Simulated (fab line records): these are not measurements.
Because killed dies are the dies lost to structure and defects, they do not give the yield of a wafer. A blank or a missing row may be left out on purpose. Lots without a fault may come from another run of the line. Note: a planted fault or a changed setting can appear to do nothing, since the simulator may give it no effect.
Check for tools in common / flow n5Finfet / 9 lots, 27 wafers sampled

REASON IT WAS OPENED
2 of 9 lots carry a flag on the reading IOFF_N at N5_BEOL_M4_RC_MEAS_101. No-fault wafers: 0.157 nA/um, standard deviation 0.021.
Rule: a lot gets a flag if all its wafers with a number sit over 4 standard deviations from that mean, or if no wafer of it has a number. All remaining lots are regarded as sound.

lot=L235; measured=day 8 05:05; on=prober-02; IOFF_N (nA/um), wafer by wafer=0.175 0.153 0.190; flag=
lot=L240; measured=day 9 14:26; on=prober-02; IOFF_N (nA/um), wafer by wafer=0.148 0.154 0.151; flag=
lot=L241; measured=day 9 19:16; on=prober-02; IOFF_N (nA/um), wafer by wafer=0.140 0.175 0.159; flag=
lot=L244; measured=day 10 21:08; on=prober-02; IOFF_N (nA/um), wafer by wafer=0.381 0.411 0.388; flag=FLAGGED
lot=L245; measured=day 11 07:20; on=prober-01; IOFF_N (nA/um), wafer by wafer=0.326 0.378 0.396; flag=FLAGGED
lot=L246; measured=day 11 11:57; on=prober-01; IOFF_N (nA/um), wafer by wafer=0.187 0.202 0.169; flag=
lot=L251; measured=day 12 17:07; on=prober-02; IOFF_N (nA/um), wafer by wafer=0.148 0.120 0.132; flag=
lot=L253; measured=day 13 01:10; on=prober-01; IOFF_N (nA/um), wafer by wafer=0.141 0.147 0.142; flag=
lot=L254; measured=day 13 13:49; on=prober-02; IOFF_N (nA/um), wafer by wafer=0.180 0.145 0.106; flag=
The numbers of the flagged lots are 0.380 nA/um on average: +0.223 nA/um against the usual, or +11 standard deviations.

LOT BY LOT: THE TOOL USED
2 process steps preceding the reading are held in the record, out of 1938 steps in the route. Every cell lists first the tool, next ch and the chambers used by the sampled wafers, and last the start.
lot=L235; flag=; N5_SD_EPI_N_ETCH_34=rieDiel-06 ch 0,3, day 3 19:23; N5_SD_EPI_N_VAPOR_ETCH_50=epiRpcvd-02 ch 0, day 3 20:52
lot=L240; flag=; N5_SD_EPI_N_ETCH_34=rieDiel-06 ch 0,1,3, day 5 01:29; N5_SD_EPI_N_VAPOR_ETCH_50=epiRpcvd-02 ch 0, day 5 02:57
lot=L241; flag=; N5_SD_EPI_N_ETCH_34=rieDiel-06 ch 0,1,3, day 5 05:37; N5_SD_EPI_N_VAPOR_ETCH_50=epiRpcvd-02 ch 0, day 5 07:05
lot=L244; flag=FLAGGED; N5_SD_EPI_N_ETCH_34=rieDiel-04 ch 0,2, day 6 02:44; N5_SD_EPI_N_VAPOR_ETCH_50=epiRpcvd-02 ch 0, day 6 04:13
lot=L245; flag=FLAGGED; N5_SD_EPI_N_ETCH_34=rieDiel-06 ch 0,1,3, day 6 07:34; N5_SD_EPI_N_VAPOR_ETCH_50=epiRpcvd-02 ch 0, day 6 09:03
lot=L246; flag=; N5_SD_EPI_N_ETCH_34=rieDiel-02 ch 1,3, day 6 15:31; N5_SD_EPI_N_VAPOR_ETCH_50=epiRpcvd-01 ch 0, day 6 17:14
lot=L251; flag=; N5_SD_EPI_N_ETCH_34=rieDiel-02 ch 2,3, day 7 18:48; N5_SD_EPI_N_VAPOR_ETCH_50=epiRpcvd-01 ch 0, day 7 20:17
lot=L253; flag=; N5_SD_EPI_N_ETCH_34=rieDiel-04 ch 0,1,2, day 8 06:50; N5_SD_EPI_N_VAPOR_ETCH_50=epiRpcvd-03 ch 0, day 8 08:18
lot=L254; flag=; N5_SD_EPI_N_ETCH_34=rieDiel-06 ch 0,2, day 8 15:15; N5_SD_EPI_N_VAPOR_ETCH_50=epiRpcvd-01 ch 0, day 8 16:44
What these steps do:
- N5_SD_EPI_N_ETCH_34: etches SiARC in CF4, target depth 45.5 nm, time 75.8 s.
- N5_SD_EPI_N_VAPOR_ETCH_50: etches Si in HCl, time 54 s.
- N5_BEOL_M4_RC_MEAS_101

FLAGGED AGAINST TOTAL, ONE TOOL AT A TIME (gauges that did the reading follow at the end)
step=N5_SD_EPI_N_ETCH_34; tool=rieDiel-02; lots run=2; flagged=0; share of the flagged lots=none; sound lots run after its first flagged lot=-
step=N5_SD_EPI_N_ETCH_34; tool=rieDiel-04; lots run=2; flagged=1; share of the flagged lots=some; sound lots run after its first flagged lot=1 (L253)
step=N5_SD_EPI_N_ETCH_34; tool=rieDiel-06; lots run=5; flagged=1; share of the flagged lots=some; sound lots run after its first flagged lot=1 (L254)
step=N5_SD_EPI_N_VAPOR_ETCH_50; tool=epiRpcvd-01; lots run=3; flagged=0; share of the flagged lots=none; sound lots run after its first flagged lot=-
step=N5_SD_EPI_N_VAPOR_ETCH_50; tool=epiRpcvd-02; lots run=5; flagged=2; share of the flagged lots=all; sound lots run after its first flagged lot=0
step=N5_SD_EPI_N_VAPOR_ETCH_50; tool=epiRpcvd-03; lots run=1; flagged=0; share of the flagged lots=none; sound lots run after its first flagged lot=-
step=N5_BEOL_M4_RC_MEAS_101; tool=prober-01; lots run=3; flagged=1; share of the flagged lots=some; sound lots run after its first flagged lot=2 (L246,L253)
step=N5_BEOL_M4_RC_MEAS_101; tool=prober-02; lots run=6; flagged=1; share of the flagged lots=some; sound lots run after its first flagged lot=2 (L251,L254)

THE TABLE: WHAT IT ALLOWS
1 row of the table ran every flagged lot: epiRpcvd-02 at N5_SD_EPI_N_VAPOR_ETCH_50.
- epiRpcvd-02 at N5_SD_EPI_N_VAPOR_ETCH_50 ran 5 lots, 2 of them flagged. It ran its last sound lot, L241, at day 5 07:05 and its first flagged lot, L244, at day 6 04:13: a fault with its onset between the two fits. Its own readings lie more than 4 standard deviations out on every wafer of the flagged lots: susceptorTempC.
One tool is left: epiRpcvd-02 at N5_SD_EPI_N_VAPOR_ETCH_50.

WHAT THE SIMULATOR HAD PUT IN
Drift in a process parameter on epiRpcvd-02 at N5_SD_EPI_N_VAPOR_ETCH_50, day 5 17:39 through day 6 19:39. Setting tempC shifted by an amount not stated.
Lots struck among those shown: L244, L245. The rule above reached the same finding.
